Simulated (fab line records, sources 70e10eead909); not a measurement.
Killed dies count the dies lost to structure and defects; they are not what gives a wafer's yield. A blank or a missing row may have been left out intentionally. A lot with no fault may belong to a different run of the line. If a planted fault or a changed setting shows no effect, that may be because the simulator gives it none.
Which tool was responsible? | flow nand-harc | Sampling: 24 lots, 72 wafers, 4 of 1302 route steps

## WHAT EACH GAUGE READ, for each wafer
NHARC_A_CONTACT_CD_MEAS_08: the cd target is 200 nm. Usual: cd-nm reads 199.8 nm (standard deviation 0.53).
lot  | measured     | on        | cd-nm (nm)        | flag
L076 | day 22 13:14 | cd-sem-01 | 199.3 200.0 199.2 |
L075 | day 22 19:28 | cd-sem-02 | 199.1 200.0 200.6 |
L074 | day 22 19:39 | cd-sem-02 | 199.6 200.2 200.5 |
L077 | day 23 13:49 | cd-sem-01 | 199.7 200.2 199.8 |
L078 | day 23 14:19 | cd-sem-03 | 199.3 200.2 199.1 |
L080 | day 24 01:31 | cd-sem-02 | 200.8 200.8 201.1 |
L079 | day 24 02:50 | cd-sem-01 | 200.4 199.5 199.8 |
L081 | day 24 21:17 | cd-sem-01 | 199.5 199.5 200.3 |
L084 | day 25 20:43 | cd-sem-02 | 200.3 199.7 199.3 |
L082 | day 25 21:38 | cd-sem-03 | 199.7 199.4 199.3 |
L083 | day 26 01:08 | cd-sem-02 | 200.2 199.4 200.2 |
L085 | day 26 22:41 | cd-sem-02 | 200.6 199.9 199.0 |
L086 | day 27 02:11 | cd-sem-03 | 199.5 199.8 199.6 |
L087 | day 27 04:01 | cd-sem-03 | 199.9 199.4 199.5 |
L088 | day 27 21:14 | cd-sem-01 | 199.2 199.4 200.0 |
L089 | day 27 21:28 | cd-sem-01 | 199.5 200.1 199.9 |
L090 | day 29 10:51 | cd-sem-01 | 200.7 199.7 200.7 |
L091 | day 29 18:57 | cd-sem-02 | 199.3 199.5 198.9 |
L093 | day 30 00:59 | cd-sem-01 | 200.3 200.4 200.3 |
L094 | day 30 02:04 | cd-sem-02 | 199.1 199.7 199.3 |
L092 | day 30 08:07 | cd-sem-01 | 200.9 200.6 200.7 |
L095 | day 31 00:47 | cd-sem-03 | 200.3 199.1 199.7 |
L096 | day 31 06:14 | cd-sem-02 | 199.6 200.0 200.3 |
L097 | day 31 06:53 | cd-sem-02 | 199.3 199.6 199.4 |

NHARC_A_CONTACT_CD_MEAS_15. Usual: cd-nm reads 190.1 nm (standard deviation 0.62).
lot  | measured     | on        | cd-nm (nm)        | flag
L076 | day 22 16:36 | cd-sem-01 | 190.5 190.1 190.1 |
L075 | day 22 22:50 | cd-sem-01 | 190.8 190.8 191.3 |
L074 | day 23 00:23 | cd-sem-01 | 189.4 189.8 190.2 |
L077 | day 23 17:14 | cd-sem-01 | 191.1 191.1 190.8 |
L078 | day 23 18:05 | cd-sem-03 | 191.6 191.8 191.9 |
L080 | day 24 04:55 | cd-sem-03 | 189.7 190.7 190.5 |
L079 | day 24 06:14 | cd-sem-03 | 189.5 189.8 189.9 |
L081 | day 25 00:52 | cd-sem-02 | 189.6 190.3 190.9 |
L084 | day 26 00:39 | cd-sem-02 | 190.2 190.5 190.1 |
L082 | day 26 00:59 | cd-sem-02 | 189.6 189.3 189.3 |
L083 | day 26 04:30 | cd-sem-02 | 191.0 190.6 190.7 |
L085 | day 27 02:05 | cd-sem-01 | 190.5 190.4 190.6 |
L086 | day 27 05:38 | cd-sem-02 | 190.2 189.6 190.0 |
L087 | day 27 07:24 | cd-sem-02 | 190.6 189.6 190.5 |
L088 | day 28 00:37 | cd-sem-01 | 189.3 189.7 190.2 |
L089 | day 28 01:44 | cd-sem-01 | 190.2 190.1 189.8 |
L090 | day 29 14:13 | cd-sem-01 | 190.1 189.6 190.4 |
L091 | day 30 01:09 | cd-sem-03 | 190.4 189.8 189.7 |
L093 | day 30 04:32 | cd-sem-03 | 189.6 189.5 189.6 |
L094 | day 30 05:26 | cd-sem-03 | 190.2 189.9 189.8 |
L092 | day 30 11:31 | cd-sem-01 | 190.1 190.0 190.5 |
L095 | day 31 04:12 | cd-sem-02 | 188.6 188.7 189.1 |
L096 | day 31 09:37 | cd-sem-03 | 189.2 189.9 190.1 |
L097 | day 31 10:22 | cd-sem-02 | 190.2 189.6 190.3 |

## EACH LOT AND THE TOOL THAT RAN IT (in order: tool; ch and the chambers of the sampled wafers; start)
lot  | NHARC_A_CONTACT_ETCH_75            | NHARC_A_CONTACT_ETCH_126
L076 | rie-diel-02 ch 0,1, day 22 05:44   | har-cap-etch-02 ch 0,1, day 22 07:35
L075 | rie-diel-11 ch 0,1,3, day 22 11:16 | har-cap-etch-01 ch 0,1, day 22 13:07
L074 | rie-diel-09 ch 0,1,3, day 22 11:54 | har-cap-etch-03 ch 0,1, day 22 13:43
L077 | rie-diel-09 ch 1,2,3, day 23 04:17 | har-cap-etch-01 ch 0,1, day 23 06:11
L078 | rie-diel-11 ch 0,1,2, day 23 04:35 | har-cap-etch-03 ch 0,1, day 23 06:29
L080 | rie-diel-02 ch 0,1,2, day 23 17:52 | har-cap-etch-01 ch 0,1, day 23 19:51
L079 | rie-diel-11 ch 0,2,3, day 23 19:10 | har-cap-etch-03 ch 0, day 23 21:02
L081 | rie-diel-11 ch 0,1,3, day 24 13:39 | har-cap-etch-02 ch 0,1, day 24 15:31
L084 | rie-diel-02 ch 0,1,3, day 25 13:13 | har-cap-etch-01 ch 0,1, day 25 15:04
L082 | rie-diel-09 ch 1,2,3, day 25 13:51 | har-cap-etch-03 ch 1, day 25 15:59
L083 | rie-diel-09 ch 1,2,3, day 25 16:26 | har-cap-etch-02 ch 0,1, day 25 18:48
L085 | rie-diel-09 ch 0,1,3, day 26 13:59 | har-cap-etch-01 ch 0,1, day 26 16:00
L086 | rie-diel-09 ch 2,3, day 26 17:29   | har-cap-etch-03 ch 0,1, day 26 19:23
L087 | rie-diel-02 ch 0,2,3, day 26 18:36 | har-cap-etch-02 ch 0,1, day 26 20:27
L088 | rie-diel-11 ch 1,2,3, day 27 12:54 | har-cap-etch-03 ch 0, day 27 14:54
L089 | rie-diel-02 ch 0,1,3, day 27 13:56 | har-cap-etch-02 ch 1, day 27 15:49
L090 | rie-diel-11 ch 1,2,3, day 29 02:46 | har-cap-etch-03 ch 0,1, day 29 04:38
L091 | rie-diel-11 ch 1,2,3, day 29 10:26 | har-cap-etch-01 ch 0,1, day 29 12:52
L093 | rie-diel-11 ch 0,2,3, day 29 17:37 | har-cap-etch-02 ch 0,1, day 29 19:28
L094 | rie-diel-02 ch 0,1,2, day 29 18:34 | har-cap-etch-01 ch 0,1, day 29 20:25
L092 | rie-diel-09 ch 0,1,3, day 29 21:42 | har-cap-etch-02 ch 0,1, day 29 23:35
L095 | rie-diel-11 ch 0,2,3, day 30 17:13 | har-cap-etch-02 ch 0,1, day 30 19:02
L096 | rie-diel-09 ch 1,2, day 30 20:28   | har-cap-etch-03 ch 0,1, day 30 22:25
L097 | rie-diel-11 ch 0,2,3, day 30 23:24 | har-cap-etch-01 ch 0,1, day 31 01:17
- NHARC_A_CONTACT_ETCH_75: etches the open film in CF4, target depth 39 nm, time 65 s.
- NHARC_A_CONTACT_ETCH_126: etches the open film in C4F8/O2/Ar, time 197 s, target depth 1918 nm.

## AS READ BY THE TOOLS THEMSELVES (means over the sampled wafers that have a number; for cases with no such wafer, the mark the record gives instead)
NHARC_A_CONTACT_ETCH_75. Usual: drypump-motor-current-A 5.6 A, standard deviation 0.55; oes-product-au 0.996 a.u., standard deviation 0.011; rf-vpp-V 151.8 V, standard deviation 1.3; showerhead-plenum-p-Torr 1.82 Torr, standard deviation 0.068; throttle-valve-pct 13.283 %, standard deviation 0.0088.
lot  | tool        | drypump-motor-current-A (A) | oes-product-au (a.u.) | rf-vpp-V (V) | showerhead-plenum-p-Torr (Torr) | throttle-valve-pct (%) | flag
L076 | rie-diel-02 | 6.6                         | 1.004                 | 152.5        | 1.84                            | 13.276                 |
L075 | rie-diel-11 | 5.6                         | 0.998                 | 151.9        | 1.88                            | 13.271                 |
L074 | rie-diel-09 | 5.7                         | 0.998                 | 152.5        | 1.79                            | 13.286                 |
L077 | rie-diel-09 | 5.3                         | 0.988                 | 151.5        | 1.81                            | 13.288                 |
L078 | rie-diel-11 | 5.6                         | 0.999                 | 151.5        | 1.84                            | 13.287                 |
L080 | rie-diel-02 | 6.2                         | 0.987                 | 151.5        | 1.82                            | 13.293                 |
L079 | rie-diel-11 | 5.6                         | 0.993                 | 151.8        | 1.84                            | 13.294                 |
L081 | rie-diel-11 | 5.7                         | 0.993                 | 151.9        | 1.87                            | 13.293                 |
L084 | rie-diel-02 | 6.0                         | 1.001                 | 151.2        | 1.78                            | 13.288                 |
L082 | rie-diel-09 | 5.3                         | 0.993                 | 152.1        | 1.80                            | 13.290                 |
L083 | rie-diel-09 | 5.3                         | 0.993                 | 151.5        | 1.80                            | 13.291                 |
L085 | rie-diel-09 | 5.7                         | 0.981                 | 152.1        | 1.78                            | 13.281                 |
L086 | rie-diel-09 | 4.9                         | 1.002                 | 152.5        | 1.85                            | 13.279                 |
L087 | rie-diel-02 | 5.8                         | 0.999                 | 150.9        | 1.77                            | 13.278                 |
L088 | rie-diel-11 | 5.7                         | 1.002                 | 152.5        | 1.87                            | 13.282                 |
L089 | rie-diel-02 | 6.0                         | 0.990                 | 151.3        | 1.77                            | 13.286                 |
L090 | rie-diel-11 | 5.7                         | 1.001                 | 152.2        | 1.87                            | 13.284                 |
L091 | rie-diel-11 | 5.7                         | 1.001                 | 152.3        | 1.87                            | 13.279                 |
L093 | rie-diel-11 | 5.6                         | 1.008                 | 152.5        | 1.84                            | 13.281                 |
L094 | rie-diel-02 | 6.2                         | 0.995                 | 151.1        | 1.81                            | 13.285                 |
L092 | rie-diel-09 | 5.7                         | 0.998                 | 151.0        | 1.77                            | 13.277                 |
L095 | rie-diel-11 | 5.6                         | 1.002                 | 151.8        | 1.84                            | 13.285                 |
L096 | rie-diel-09 | 5.4                         | 0.999                 | 152.6        | 1.83                            | 13.280                 |
L097 | rie-diel-11 | 5.7                         | 1.000                 | 151.4        | 1.84                            | 13.282                 |

## THE ANSWER, worked out from the rows above alone
Rule: take the mean of a lot's wafers that have a number; if it is more than 3 standard deviations from the usual mean, the lot is off. Also off: a lot with no number at a reading for which 4 or more lots have one. All remaining lots with rows at the step are treated as sound. Order of review: gauges by route order, followed by the tools' own readings, for which a lot's mean as printed above is used. The first step at which some lot is off is used, and at that step the reading that is off furthest; a lot without a number counts as furthest.
Across all readings shown, no lot is off: no conclusion can be drawn from this.

## WHAT THE SIMULATOR HAD INSERTED
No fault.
